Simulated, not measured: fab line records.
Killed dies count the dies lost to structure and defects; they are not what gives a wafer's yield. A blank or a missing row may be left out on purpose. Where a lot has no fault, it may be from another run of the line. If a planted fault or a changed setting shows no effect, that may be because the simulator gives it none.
fab line records + flow n5_finfet + part 2 of 2: steps 16 to 25 of 25
record:
- lots: 5
- wafers: 15
- last_day: 14
route steps=1938 shown BEOL_M1@785
lots that met no fault: from a run of the same line without faults
start_h: start of the lot's first displayed wafer, in hours after the record's first day + wait_h: how many hours have passed since the lot's step before this one + " the same as in the row above + L1.1+2: a row that stands for several wafers + - no value, or no start was given + * or withheld: withheld + < > ~ a bound
route shown NAME@n: names a module that has steps shown in the file, with the first one's number in the route + usual: average and standard deviation across the fault-free wafers + same: alike in all rows + chamber/n: place in a boat + sites: the reading at each site + _std_site: the values' standard deviation + _edge_site: mean of outer sites minus mean of inner sites + radius_mm: for every site, how far away it sits from the centre of the wafer + mask NAME#n: copy n + behind: the tool/chamber that last shaped the wafer + hold: why the lot was held/for how many hours/how that ended + device: the transistor (n, p or np) that didn't switch + end of line: the route-end tests of the same wafers + a step given without rows: its recipe and nothing more + killed: not the wafer's yield, but the dies lost to structure and defects at the first sort + map: a wafer's dies, x killed, . not, _ none there
set.NAME: the setting that was run; set.NAME@STEP: the one run at that earlier step + model.NAME: the simulator's own value behind a step, which no gauge read
lots at selected steps of the route; one table per step, one row per wafer
services: from which hour (start_h, from the record's first day; less than 0 if before it) a tool's chamber was out of use, for how many hours, and why
== steps ==
step: N5_BEOL_M1_TRENCH_ETCH_37
recipe:
- chemistry: C4F6/O2
- target_depth_a: 552.07
- target: SiOC
- time_s: 29
- ion_energy_ev: 250
- pressure_mtorr: 30
- source_w: 355
- bias_w: 185
- Ar_flow_sccm: 300
- C4F6_flow_sccm: 10
- O2_flow_sccm: 10
usual:
- chamber_pressure_mTorr: 30.000/0.029
- drypump_motor_current_A: 5.8/0.47
- oes_product_au: 0.79/0.083
- rf_vpp_V: 668/5.5
- showerhead_plenum_p_Torr: 2.91/0.078
- throttle_valve_pct: 20.75/0.27
| lot.wafer | tool        | chamber | start_h | wait_h | chamber_pressure_mTorr | drypump_motor_current_A | oes_product_au | rf_hours_counter_h | rf_vpp_V | showerhead_plenum_p_Torr | throttle_valve_pct |
|-----------|-------------|---------|---------|--------|------------------------|-------------------------|----------------|--------------------|----------|--------------------------|--------------------|
| L075.1    | rie_diel-03 | 2       | -       | -      | 29.996                 | 6.0                     | 0.74           | 176                | 673      | 2.94                     | 20.81              |
| L075.2    | "           | 3       | "       | "      | 30.025                 | 5.8                     | 0.93           | 12                 | 667      | 2.90                     | 20.67              |
| L075.5    | "           | 1       | "       | "      | 30.009                 | 6.0                     | 0.76           | -                  | 673      | 2.95                     | 20.92              |
| L077.1    | rie_diel-01 | 0       | -       | -      | 30.008                 | 6.6                     | 0.77           | 155                | 669      | 2.96                     | 20.77              |
| L077.2    | "           | 2       | "       | "      | 29.969                 | 5.4                     | 0.70           | 220                | 675      | 2.93                     | 20.96              |
| L077.3    | "           | 3       | "       | "      | 29.998                 | 5.7                     | 0.87           | 47                 | 667      | 2.77                     | 20.57              |
| L078.1    | rie_diel-01 | 3       | -       | -      | 30.009                 | 5.7                     | 0.86           | 50                 | 666      | 2.77                     | 20.57              |
| L078.3    | "           | 1       | "       | "      | 29.966                 | 5.0                     | 0.90           | 21                 | 658      | 3.01                     | 20.66              |
| L078.6    | "           | 0       | "       | "      | 30.024                 | 6.7                     | 0.76           | -                  | 669      | 2.96                     | 20.78              |
| L085.1    | rie_diel-03 | 0       | -       | -      | 30.004                 | 5.3                     | 0.73           | 174                | 672      | 2.95                     | 20.51              |
| L085.5    | "           | 3       | "       | "      | 29.982                 | 5.7                     | 0.89           | -                  | 668      | 2.89                     | 20.67              |
| L085.6    | "           | 2       | "       | "      | 29.981                 | 6.0                     | 0.73           | -                  | 672      | 2.93                     | 20.84              |
| L087.1    | rie_diel-03 | 0       | -       | -      | 30.060                 | 5.3                     | 0.72           | 180                | 672      | 2.94                     | 20.52              |
| L087.3    | "           | 1       | "       | "      | 30.050                 | 5.9                     | 0.74           | 195                | 672      | 2.94                     | 20.96              |
| L087.6    | "           | 0       | "       | "      | 29.987                 | 5.3                     | 0.71           | -                  | 674      | 2.94                     | 20.53              |
step: N5_BEOL_M1_ETCH_41
recipe:
- chemistry: CH3F/O2
- target: SiCN
- target_depth_a: 319
- taper_deg: 2
- time_s: 57.8
- ion_energy_ev: 120
- mask_material: TiN
- pressure_mtorr: 30
- source_w: 395
- bias_w: 75
- Ar_flow_sccm: 150
- CH3F_flow_sccm: 30
- O2_flow_sccm: 20
usual:
- chamber_pressure_mTorr: 30.000/0.026
- drypump_motor_current_A: 5.8/0.47
- oes_product_au: 0.79/0.083
- rf_vpp_V: 298.3/1.4
- showerhead_plenum_p_Torr: 2.04/0.057
- throttle_valve_pct: 16.23/0.26
| lot.wafer | tool        | chamber | start_h | wait_h | chamber_pressure_mTorr | drypump_motor_current_A | oes_product_au | rf_hours_counter_h | rf_vpp_V | showerhead_plenum_p_Torr | throttle_valve_pct |
|-----------|-------------|---------|---------|--------|------------------------|-------------------------|----------------|--------------------|----------|--------------------------|--------------------|
| L075.1    | rie_diel-03 | 2       | -       | -      | 30.057                 | 6.0                     | 0.74           | 176                | 298.9    | 2.07                     | 16.32              |
| L075.2    | "           | 3       | "       | "      | 30.029                 | 5.7                     | 0.92           | 12                 | 298.8    | 2.04                     | 16.10              |
| L075.5    | "           | 1       | "       | "      | 29.974                 | 5.9                     | 0.76           | -                  | 298.7    | 2.08                     | 16.39              |
| L077.1    | rie_diel-01 | 0       | -       | -      | 30.015                 | 6.6                     | 0.76           | 155                | 299.7    | 2.08                     | 16.23              |
| L077.2    | "           | 2       | "       | "      | 29.971                 | 5.4                     | 0.70           | 220                | 299.5    | 2.06                     | 16.48              |
| L077.3    | "           | 3       | "       | "      | 30.054                 | 5.7                     | 0.87           | 47                 | 296.2    | 1.95                     | 16.01              |
| L078.1    | rie_diel-01 | 3       | -       | -      | 30.008                 | 5.7                     | 0.86           | 50                 | 296.3    | 1.94                     | 16.02              |
| L078.3    | "           | 1       | "       | "      | 29.967                 | 5.0                     | 0.90           | 21                 | 299.4    | 2.12                     | 16.09              |
| L078.6    | "           | 0       | "       | "      | 29.979                 | 6.7                     | 0.76           | -                  | 299.9    | 2.08                     | 16.26              |
| L085.1    | rie_diel-03 | 0       | -       | -      | 29.973                 | 5.3                     | 0.73           | 174                | 297.6    | 2.07                     | 16.02              |
| L085.5    | "           | 3       | "       | "      | 30.016                 | 5.7                     | 0.89           | -                  | 297.5    | 2.04                     | 16.12              |
| L085.6    | "           | 2       | "       | "      | 30.028                 | 6.0                     | 0.72           | -                  | 298.3    | 2.06                     | 16.34              |
| L087.1    | rie_diel-03 | 0       | -       | -      | 30.014                 | 5.3                     | 0.71           | 180                | 299.8    | 2.07                     | 16.05              |
| L087.3    | "           | 1       | "       | "      | 30.008                 | 5.9                     | 0.72           | 195                | 297.5    | 2.07                     | 16.45              |
| L087.6    | "           | 0       | "       | "      | 29.991                 | 5.3                     | 0.73           | -                  | 298.6    | 2.07                     | 16.04              |
step: N5_BEOL_M1_STRIP_97
recipe:
- chemistry: N2/H2
- time_s: 10
- power_w: 450
- temp_c: 40
- pressure_mtorr: 20
- rf_frequency_hz: 6e+07
- bias_power_w: 7
- n2_flow_sccm: 200
- h2_flow_sccm: 200
usual:
- chamber_pressure_mTorr: 20.000/0.019
- drypump_motor_current_A: 5.8/0.47
- oes_product_au: 0.79/0.083
- rf_vpp_V: 59.3/0.82
- showerhead_plenum_p_Torr: 2.60/0.074
- throttle_valve_pct: 23.52/0.29
| lot.wafer | tool        | chamber | start_h | wait_h | chamber_pressure_mTorr | drypump_motor_current_A | oes_product_au | rf_hours_counter_h | rf_vpp_V | showerhead_plenum_p_Torr | throttle_valve_pct |
|-----------|-------------|---------|---------|--------|------------------------|-------------------------|----------------|--------------------|----------|--------------------------|--------------------|
| L075.1    | rie_diel-03 | 2       | -       | -      | 19.995                 | 6.0                     | 0.75           | 176                | 58.8     | 2.64                     | 23.65              |
| L075.2    | "           | 3       | "       | "      | 20.008                 | 5.8                     | 0.92           | 12                 | 58.2     | 2.61                     | 23.60              |
| L075.5    | "           | 1       | "       | "      | 19.998                 | 6.0                     | 0.76           | -                  | 60.2     | 2.63                     | 23.72              |
| L077.1    | rie_diel-01 | 0       | -       | -      | 20.008                 | 6.7                     | 0.77           | 156                | 58.7     | 2.64                     | 23.41              |
| L077.2    | "           | 2       | "       | "      | 20.002                 | 5.4                     | 0.69           | 220                | 59.5     | 2.62                     | 23.72              |
| L077.3    | "           | 3       | "       | "      | 19.964                 | 5.7                     | 0.88           | 47                 | 58.0     | 2.48                     | 23.33              |
| L078.1    | rie_diel-01 | 3       | -       | -      | 20.010                 | 5.7                     | 0.87           | 50                 | 59.1     | 2.48                     | 23.35              |
| L078.3    | "           | 1       | "       | "      | 19.976                 | 5.0                     | 0.91           | 21                 | 58.1     | 2.71                     | 23.34              |
| L078.6    | "           | 0       | "       | "      | 20.029                 | 6.7                     | 0.76           | -                  | 60.4     | 2.64                     | 23.42              |
| L085.1    | rie_diel-03 | 0       | -       | -      | 20.002                 | 5.3                     | 0.73           | 174                | 59.2     | 2.63                     | 23.38              |
| L085.5    | "           | 3       | "       | "      | 19.996                 | 5.7                     | 0.89           | -                  | 57.5     | 2.60                     | 23.63              |
| L085.6    | "           | 2       | "       | "      | 20.026                 | 6.0                     | 0.73           | -                  | 59.4     | 2.63                     | 23.69              |
| L087.1    | rie_diel-03 | 0       | -       | -      | 20.003                 | 5.3                     | 0.72           | 180                | 60.9     | 2.63                     | 23.37              |
| L087.3    | "           | 1       | "       | "      | 19.983                 | 5.9                     | 0.74           | 195                | 57.7     | 2.62                     | 23.74              |
| L087.6    | "           | 0       | "       | "      | 19.961                 | 5.3                     | 0.72           | -                  | 57.6     | 2.63                     | 23.38              |
step: N5_BEOL_M1_OCD_MEAS_38
usual:
- trench_depth_nm: 55.2/0.79
| lot.wafer | tool   | chamber | start_h | wait_h | trench_depth_nm |
|-----------|--------|---------|---------|--------|-----------------|
| L075.1    | ocd-02 | -       | 134.27  | -      | 55.2            |
| L075.2    | "      | -       | "       | "      | 56.7            |
| L075.5    | "      | -       | "       | "      | 55.6            |
| L077.1    | ocd-02 | -       | 137.82  | -      | 56.0            |
| L077.2    | "      | -       | "       | "      | 55.8            |
| L077.3    | "      | -       | "       | "      | 56.6            |
| L078.1    | ocd-01 | -       | 147.47  | -      | 56.7            |
| L078.3    | "      | -       | "       | "      | 55.2            |
| L078.6    | "      | -       | "       | "      | 55.3            |
| L085.1    | ocd-02 | -       | 192.16  | -      | 54.8            |
| L085.5    | "      | -       | "       | "      | 55.7            |
| L085.6    | "      | -       | "       | "      | 55.0            |
| L087.1    | ocd-02 | -       | 210.86  | -      | 54.1            |
| L087.3    | "      | -       | "       | "      | 54.1            |
| L087.6    | "      | -       | "       | "      | 53.6            |
step: N5_BEOL_M1_HM_STRIP_39
recipe:
- chemistry: peroxide_tin_strip
- material: TiN
- target_depth_a: 250
- temp_c: 50
- time_s: 158
| lot.wafer  | tool         | chamber | start_h | wait_h |
|------------|--------------|---------|---------|--------|
| L075.1+2+5 | wet_bench-06 | 3,6,7   | 134.30  | 0.0    |
| L077.1+2+3 | wet_bench-06 | 2,5,6   | 137.85  | 0.0    |
| L078.1+3+6 | wet_bench-05 | 6,4,3   | 147.51  | 0.0    |
| L085.1+5+6 | wet_bench-06 | 2,1,6   | 192.20  | 0.0    |
| L087.1+3+6 | wet_bench-06 | 7,3,4   | 210.89  | 0.0    |
step: N5_BEOL_M1_SRD_40
recipe:
- time_s: 30
- temp_c: 23
- rinse_liquid: diw
- dry: ipa_marangoni
| lot.wafer  | tool         | chamber | start_h | wait_h |
|------------|--------------|---------|---------|--------|
| L075.1+2+5 | wet_bench-06 | 3,6,7   | 134.35  | 0.0    |
| L077.1+2+3 | wet_bench-06 | 2,5,6   | 137.90  | 0.0    |
| L078.1+3+6 | wet_bench-05 | 6,4,3   | 147.55  | 0.0    |
| L085.1+5+6 | wet_bench-06 | 2,1,6   | 192.24  | 0.0    |
| L087.1+3+6 | wet_bench-06 | 7,3,4   | 210.94  | 0.0    |
step: N5_BEOL_M1_PRECLEAN_42
recipe:
- chemistry: residue_remover
- time_s: 60
- temp_c: 40
| lot.wafer  | tool         | chamber | start_h | wait_h |
|------------|--------------|---------|---------|--------|
| L075.1+2+5 | wet_bench-06 | 3,6,7   | 134.37  | 0.0    |
| L077.1+2+3 | wet_bench-06 | 2,5,6   | 137.91  | 0.0    |
| L078.1+3+6 | wet_bench-05 | 6,4,3   | 147.57  | 0.0    |
| L085.1+5+6 | wet_bench-06 | 2,1,6   | 192.26  | 0.0    |
| L087.1+3+6 | wet_bench-06 | 7,3,4   | 210.95  | 0.0    |
step: N5_BEOL_M1_SRD_43
recipe:
- time_s: 30
- temp_c: 23
- rinse_liquid: diw
- dry: ipa_marangoni
| lot.wafer  | tool         | chamber | start_h | wait_h |
|------------|--------------|---------|---------|--------|
| L075.1+2+5 | wet_bench-06 | 3,6,7   | 134.38  | 0.0    |
| L077.1+2+3 | wet_bench-06 | 2,5,6   | 137.93  | 0.0    |
| L078.1+3+6 | wet_bench-05 | 6,4,3   | 147.59  | 0.0    |
| L085.1+5+6 | wet_bench-06 | 2,1,6   | 192.28  | 0.0    |
| L087.1+3+6 | wet_bench-06 | 7,3,4   | 210.97  | 0.0    |
step: N5_BEOL_M1_CD_MEAS_35
recipe:
- target_cd_nm: 18
- target_cd_y_nm: 21
- polarity: opening
usual:
- cd_nm: 17.93/0.29
| lot.wafer | tool      | chamber | start_h | wait_h | cd_nm |
|-----------|-----------|---------|---------|--------|-------|
| L075.1    | cd_sem-02 | -       | 134.42  | 0.0    | 17.49 |
| L075.2    | "         | -       | "       | "      | 18.13 |
| L075.5    | "         | -       | "       | "      | 17.65 |
| L077.1    | cd_sem-02 | -       | 137.97  | 0.0    | 17.79 |
| L077.2    | "         | -       | "       | "      | 17.91 |
| L077.3    | "         | -       | "       | "      | 17.96 |
| L078.1    | cd_sem-01 | -       | 147.63  | 0.0    | 18.13 |
| L078.3    | "         | -       | "       | "      | 18.30 |
| L078.6    | "         | -       | "       | "      | 18.12 |
| L085.1    | cd_sem-03 | -       | 192.32  | 0.0    | 18.31 |
| L085.5    | "         | -       | "       | "      | 17.96 |
| L085.6    | "         | -       | "       | "      | 17.69 |
| L087.1    | cd_sem-03 | -       | 211.01  | 0.0    | 18.11 |
| L087.3    | "         | -       | "       | "      | 18.04 |
| L087.6    | "         | -       | "       | "      | 18.05 |
step: N5_BEOL_M1_DEGAS_44
recipe:
- ambient: vacuum
- temp_c: 250
- time_s: 60
usual:
- heater_power_w: 369/35
| lot.wafer | tool           | chamber | start_h | wait_h | heater_power_w |
|-----------|----------------|---------|---------|--------|----------------|
| L075.1    | pvd_sputter-01 | -       | 134.97  | 0.5    | 332            |
| L075.2    | "              | -       | "       | "      | 373            |
| L075.5    | "              | -       | "       | "      | 375            |
| L077.1    | pvd_sputter-03 | -       | 138.31  | 0.3    | 354            |
| L077.2    | "              | -       | "       | "      | 324            |
| L077.3    | "              | -       | "       | "      | 402            |
| L078.1    | pvd_sputter-02 | -       | 148.13  | 0.5    | 378            |
| L078.3    | "              | -       | "       | "      | 443            |
| L078.6    | "              | -       | "       | "      | 444            |
| L085.1    | pvd_sputter-03 | -       | 194.28  | 2.0    | 352            |
| L085.5    | "              | -       | "       | "      | 396            |
| L085.6    | "              | -       | "       | "      | 360            |
| L087.1    | pvd_sputter-02 | -       | 211.27  | 0.3    | 340            |
| L087.3    | "              | -       | "       | "      | 447            |
| L087.6    | "              | -       | "       | "      | 441            |
== services ==
| tool        | chamber | start_h | hours | kind       |
|-------------|---------|---------|-------|------------|
| rie_diel-03 | 3       | 110.81  | 7.3   | repair     |
| ald_sin-02  | 0       | 119.88  | 8.3   | repair     |
| rie_diel-03 | 0       | 139.33  | 1.5   | repair     |
| rie_diel-01 | 2       | 145.18  | 8.5   | repair     |
| rie_diel-01 | 3       | 163.44  | 4.6   | repair     |
| ald_sin-03  | -       | 176.75  | 14.0  | pm         |
| ald_sin-03  | 0       | 176.75  | 14.0  | vent_cycle |
| ald_sin-03  | 1       | 176.75  | 14.0  | vent_cycle |
| ald_sin-03  | 2       | 176.75  | 14.0  | vent_cycle |
| ald_sin-03  | 3       | 176.75  | 14.0  | vent_cycle |
| rie_diel-01 | 0       | 184.02  | 9.1   | repair     |
| rie_diel-01 | 2       | 185.47  | 12.7  | repair     |
| ald_sin-03  | 0       | 190.75  | -     | clean      |
| ald_sin-03  | 1       | 190.75  | -     | clean      |
| ald_sin-03  | 2       | 190.75  | -     | clean      |
| ald_sin-03  | 3       | 190.75  | -     | clean      |
| rie_diel-03 | 3       | 194.87  | 4.1   | repair     |
| rie_diel-03 | 3       | 202.36  | 63.7  | repair     |
